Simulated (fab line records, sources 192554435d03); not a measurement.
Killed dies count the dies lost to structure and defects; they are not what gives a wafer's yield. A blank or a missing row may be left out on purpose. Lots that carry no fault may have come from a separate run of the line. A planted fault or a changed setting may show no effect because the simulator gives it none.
Which tool was responsible?    flow n5 finfet    32 wafers from 11 lots sampled at 4 of the route's 1938 steps

## WHAT THE GAUGES READ, wafer by wafer
Not one reading of a measure or inspect step in the record can be checked against a usual standard deviation.

## WHICH TOOL RAN EACH LOT (tool, then ch and the chambers of the sampled wafers, then the start)
lot   N5_BEOL_M6_STRIP_80                 N5_MIM_TOP_SPUTTER_03         N5_MIM_TOP_LITHO_DESCUM_10          N5_PASSIVATION_PROBE_49
L718  rie diel-05 ch 0,2,3, day 8 14:32   pvd sputter-02, day 11 18:11  rie diel-01 ch 0,2,3, day 11 18:46  -
L720  rie diel-01 ch 1,2,3, day 9 00:37   pvd sputter-02, day 11 18:19  rie diel-01 ch 2,3, day 11 18:55    -
L719  rie diel-01 ch 1,2, day 9 05:35     pvd sputter-03, day 12 09:24  rie diel-04 ch 0,1, day 12 09:53    -
L721  rie diel-04 ch 1,3, day 9 05:39     pvd sputter-03, day 12 06:14  rie diel-05 ch 0,3, day 12 06:43    -
L723  rie diel-05 ch 1,2,3, day 9 12:58   pvd sputter-02, day 12 17:45  rie diel-05 ch 0,2,3, day 12 18:19  -
L722  rie diel-04 ch 0,2, day 9 19:12     pvd sputter-01, day 12 18:47  rie diel-01 ch 0,3, day 12 19:28    -
L727  rie diel-05 ch 2,3, day 11 07:28    pvd sputter-03, day 13 21:49  rie diel-05 ch 0,1,3, day 13 22:18  -
L732  rie diel-04 ch 0,1, day 11 23:22    pvd sputter-01, day 14 20:07  rie diel-01 ch 0,2,3, day 14 20:54  prober-02, day 15 09:37
L731  rie diel-04 ch 0,1,2, day 12 08:31  pvd sputter-01, day 15 07:48  rie diel-05 ch 1,2,3, day 15 08:25  prober-02, day 15 20:10
L733  rie diel-05 ch 0,1,3, day 12 14:49  pvd sputter-02, day 15 19:51  rie diel-05 ch 0,1, day 15 20:27    -
L740  rie diel-05 ch 0,2,3, day 14 11:52  pvd sputter-02, day 17 08:55  rie diel-05 ch 0,2, day 17 09:23    -
- N5_BEOL_M6_STRIP_80: strips in N2/H2, time 10 s.
- N5_MIM_TOP_SPUTTER_03: material TiN, target thk 35 nm, time 89.7 s.
- N5_MIM_TOP_LITHO_DESCUM_10: chemistry O2, time 7.9 s.
- N5_PASSIVATION_PROBE_49

## WHAT THE TOOLS THEMSELVES READ (means of the sampled wafers that have a number; where no wafer has one, the mark that the record gives instead)
N5_BEOL_M6_STRIP_80. Usual: drypump motor current A 5.3 A, standard deviation 0.51; n2 flow sccm 200.0 sccm, standard deviation 0.58; oes product au 0.80 a.u., standard deviation 0.1; rf vpp V 59.0 V, standard deviation 0.82; showerhead plenum p Torr 2.52 Torr, standard deviation 0.086; throttle valve pct 23.61 %, standard deviation 0.29.
lot   tool         drypump motor current A (A)  n2 flow sccm (sccm)  oes product au (a.u.)  rf vpp V (V)  showerhead plenum p Torr (Torr)  throttle valve pct (%)  flag
L718  rie diel-05  5.3                          200.3                0.83                   59.9          2.49                             23.26                   
L720  rie diel-01  5.3                          199.9                0.70                   60.1          2.55                             23.64                   
L719  rie diel-01  5.8                          199.8                0.70                   59.6          2.55                             23.74                   
L721  rie diel-04  5.1                          199.9                0.77                   59.3          2.64                             23.80                   
L723  rie diel-05  5.5                          200.0                0.77                   58.0          2.48                             23.53                   
L722  rie diel-04  5.4                          199.9                0.84                   58.8          2.47                             23.79                   
L727  rie diel-05  5.1                          199.7                0.77                   58.8          2.50                             23.23                   
L732  rie diel-04  5.5                          199.7                0.93                   59.9          2.56                             23.84                   
L731  rie diel-04  5.4                          200.2                0.84                   59.4          2.54                             23.77                   
L733  rie diel-05  5.8                          199.9                0.75                   59.5          2.45                             23.62                   
L740  rie diel-05  5.3                          199.9                0.78                   59.0          2.47                             23.32                   

N5_MIM_TOP_SPUTTER_03. Usual: 30.1 % for throttle valve pct, sd 0.99.
lot   tool            throttle valve pct (%)  flag
L718  pvd sputter-02  30.2                    
L720  pvd sputter-02  30.4                    
L719  pvd sputter-03  29.5                    
L721  pvd sputter-03  29.5                    
L723  pvd sputter-02  31.0                    
L722  pvd sputter-01  30.4                    
L727  pvd sputter-03  30.2                    
L732  pvd sputter-01  29.8                    
L731  pvd sputter-01  30.5                    
L733  pvd sputter-02  31.1                    
L740  pvd sputter-02  30.0                    

N5_MIM_TOP_LITHO_DESCUM_10. Usual: drypump motor current A 5.4 A, standard deviation 0.6; oes product au 0.82 a.u., standard deviation 0.092; rf vpp V 242.8 V, standard deviation 1.4; showerhead plenum p Torr 2.06 Torr, standard deviation 0.078; throttle valve pct 20.30 %, standard deviation 0.22.
lot   tool         drypump motor current A (A)  oes product au (a.u.)  rf vpp V (V)  showerhead plenum p Torr (Torr)  throttle valve pct (%)  flag
L718  rie diel-01  5.4                          0.92                   242.7         2.04                             20.19                   
L720  rie diel-01  5.8                          0.95                   243.2         2.04                             20.12                   
L719  rie diel-04  5.4                          0.91                   243.8         2.09                             20.32                   
L721  rie diel-05  5.5                          0.81                   241.2         2.02                             20.19                   
L723  rie diel-05  5.4                          0.78                   242.8         2.05                             20.26                   
L722  rie diel-01  4.8                          0.89                   243.0         2.05                             20.23                   
L727  rie diel-05  5.7                          0.75                   242.3         2.00                             20.38                   
L732  rie diel-01  5.3                          0.87                   241.6         2.04                             20.23                   
L731  rie diel-05  5.5                          0.72                   241.7         2.03                             20.47                   
L733  rie diel-05  6.3                          0.74                   242.0         1.99                             20.35                   
L740  rie diel-05  5.7                          0.80                   242.1         2.04                             20.07                   

N5_PASSIVATION_PROBE_49. Usual: defect limited yield 91.1 %, standard deviation 1.5; killed_at_M0_to_M3 35, standard deviation 11; killed_at_M4_up 13, standard deviation 5.7; killed at contacts 12, standard deviation 5.7; killed at front end 40, standard deviation 11; killed at other 4, standard deviation 4.4; killed dies 105, standard deviation 18; killed on rim 14, standard deviation 3.9; killed open 68, standard deviation 14; killed short 34, standard deviation 7.4; sort_bin_5_function 5.2 %, standard deviation 1; sort_bin_6_memory 3.3 %, standard deviation 0.67; sort_bin_8_speed 0.04 %, standard deviation 0.29; sort n pass 1074, standard deviation 18; sort yield pct 91.0 %, standard deviation 1.5.
lot   tool       defect limited yield (%)  killed_at_M0_to_M3  killed_at_M4_up  killed at contacts  killed at front end  killed at other  killed dies  killed on rim  killed open  killed short  sort_bin_5_function (%)  sort_bin_6_memory (%)  sort_bin_8_speed (%)  sort n pass  sort yield pct (%)  flag
L732  prober-02  83.4                      26                  124              8                   30                   8                196          25             47           30            10.0                     3.8                    0.00                  984          83.4                OFF
L731  prober-02  83.5                      39                  103              9                   41                   3                195          29             67           36            10.1                     3.7                    0.00                  985          83.5                OFF

## THE ANSWER, worked out from the rows above alone
Rule: lot off if the mean of its wafers having a number is beyond 3 standard deviations from the usual mean. A lot without any number at a reading at which 4 lots or more have one is off too. All remaining lots with rows at the step are treated as sound. First the gauges in route order, then the tools' own readings, where a lot's mean is used as printed above. The first step at which some lot is off is used, and at that step the reading that is off furthest; a lot without a number counts as furthest.
Off: L732, L731, at N5_PASSIVATION_PROBE_49 (killed_at_M4_up). Neither off nor sound, because the step has no rows for them: L718, L720, L719, L721, L723, L722, L727, L733, L740.
A tool fits if, at that step or a process step before it, it ran every lot that is off, and no sound lot after the first of them. Can't be told from this: 3 tools fit, rie diel-04 at N5_BEOL_M6_STRIP_80, pvd sputter-01 at N5_MIM_TOP_SPUTTER_03, prober-02 at N5_PASSIVATION_PROBE_49.

## WHAT THE SIMULATOR PUT IN
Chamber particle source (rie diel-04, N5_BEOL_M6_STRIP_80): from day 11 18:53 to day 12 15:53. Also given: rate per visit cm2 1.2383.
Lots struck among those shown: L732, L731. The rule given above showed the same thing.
